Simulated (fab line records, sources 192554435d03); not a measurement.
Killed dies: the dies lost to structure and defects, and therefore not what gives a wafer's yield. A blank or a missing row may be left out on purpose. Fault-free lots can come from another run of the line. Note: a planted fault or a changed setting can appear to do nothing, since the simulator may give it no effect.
Code-filled problem report in 8D (eight disciplines) form ; flow n5Finfet ; the parts of the form that need people (team, actions taken, sign-off) are left out

## 1. WHAT WENT WRONG
At N5_FIN_SAQP_INSPECT_40, rawDefectCount averages 1668 over 6 wafers from 2 lots, while fault-free wafers read 224, standard deviation 58. Measured from the usual mean, that is +25 standard deviations.
The step: inspects for defects (brightfield).
First observed at day 4 23:37: wafer L340.1, on defectInspect-02. At this step, 24 wafers from 8 lots have a number in the record. Rule for "out", or "out of limits": more than 4 standard deviations from the usual mean. All remaining wafers that have a number are taken as sound.

## 2. WHAT IT IS AND WHAT IT IS NOT
question;is;is not
which readings at this step;rawDefectCount;-
which lots;L340, L345;L334, L338, L339, L344, L351, L352
which wafers of those lots;all that have a number;-
read on which gauges;defectInspect-02;defectInspect-01
when;from day 4 23:37;"up to then (9 sound wafers); but 9 sound wafers of L344, L351, L352 came after"

## 3. WHAT RULES OUT EACH SUSPECT
Counting: a tool at a process step up to the reading stays a suspect if it ran every lot that is out and no sound lot after the first of them.
- ruled out: the gauge at N5_FIN_SAQP_INSPECT_40. All the wafers that are out were read on defectInspect-02, but those of them that N5_PASSIVATION_PROBE_49 has rows for are out there too, on other tools.
- rieDiel-03 at N5_FIN_SAQP_ETCH_51 (etches SiARC in CF4, target depth 45.5 nm, time 75.8 s): kept. All lots that are out passed through it, beginning with L340 at day 4 17:44, and no sound lot followed; its final sound lot before that point was L339 at day 4 10:41.
- rieDiel-05 at N5_FIN_SAQP_HM_OPEN_33 (chemistry CH3F/O2, target SiNx, target depth 49.4 nm, time 70.6 s): kept. It ran every lot that is out, first L340 (day 4 23:04), and no sound lot after that.
The count leaves rieDiel-05 at N5_FIN_SAQP_HM_OPEN_33 and rieDiel-03 at N5_FIN_SAQP_ETCH_51.

## 4. THE CAUSE (what the simulator had put in)
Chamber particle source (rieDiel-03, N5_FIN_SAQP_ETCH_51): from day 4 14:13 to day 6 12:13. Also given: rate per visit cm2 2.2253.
2 suspects survive the count, and this tool is in that group.

## 5. THE CHAIN OF EFFECTS, in route order
Each row: a reading whose mean over the struck wafers that have a number lies more than 3 standard deviations from the usual. Only readings whose record carries a usual standard deviation are examined. hours: median over the lots of the time between each lot's start at the first step of this table that gives one and its start at this step. sigmas: the change, counted in usual standard deviations.
hours;step;reading;usual;on struck wafers;change;sigmas
0;N5_FIN_SAQP_INSPECT_40;rawDefectCount;224;1668;+1444;+25
0;N5_FIN_CUT_INSPECT_10;rawDefectCount;41;1490;+1449;+99 or more
243;N5_PASSIVATION_PROBE_49;defectLimitedYield;91.3 %;82.3;-9.0;-6.0
243;N5_PASSIVATION_PROBE_49;killedAtFrontEnd;39;133;+94;+8.5
243;N5_PASSIVATION_PROBE_49;killedDies;102;209;+107;+5.9
243;N5_PASSIVATION_PROBE_49;killedOnRim;13;30;+18;+4.6
243;N5_PASSIVATION_PROBE_49;sort_bin_5_function;5.1 %;10.3;+5.2;+5.2
243;N5_PASSIVATION_PROBE_49;sortNPass;1077;971;-106;-5.6
243;N5_PASSIVATION_PROBE_49;sortYieldPct;91.3 %;82.3;-9.0;-5.6
Process steps it contains:
- N5_PASSIVATION_PROBE_49
Later steps that measure or inspect, where all struck wafers having a row at the step show a number for every such reading and not one has moved that far: N5_FIN_CUT_OVL_MEAS_09, N5_BEOL_M4_RC_MEAS_101.

## 6. WHAT WOULD HAVE CAUGHT IT SOONER
9 hours passed between the start of the fault at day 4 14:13 and the first reading out of limits at a measuring or inspecting step in this record, taken at day 4 23:37.
Tool readings at N5_FIN_SAQP_ETCH_51 with a usual standard deviation given in the record: none out on any struck wafer, hence no alarm at a limit of 4 standard deviations on them.
L345, from the lots that are out (2), started N5_FIN_SAQP_ETCH_51 on rieDiel-03 later than day 4 23:37. A tool hold placed at that time would have kept it from harm.
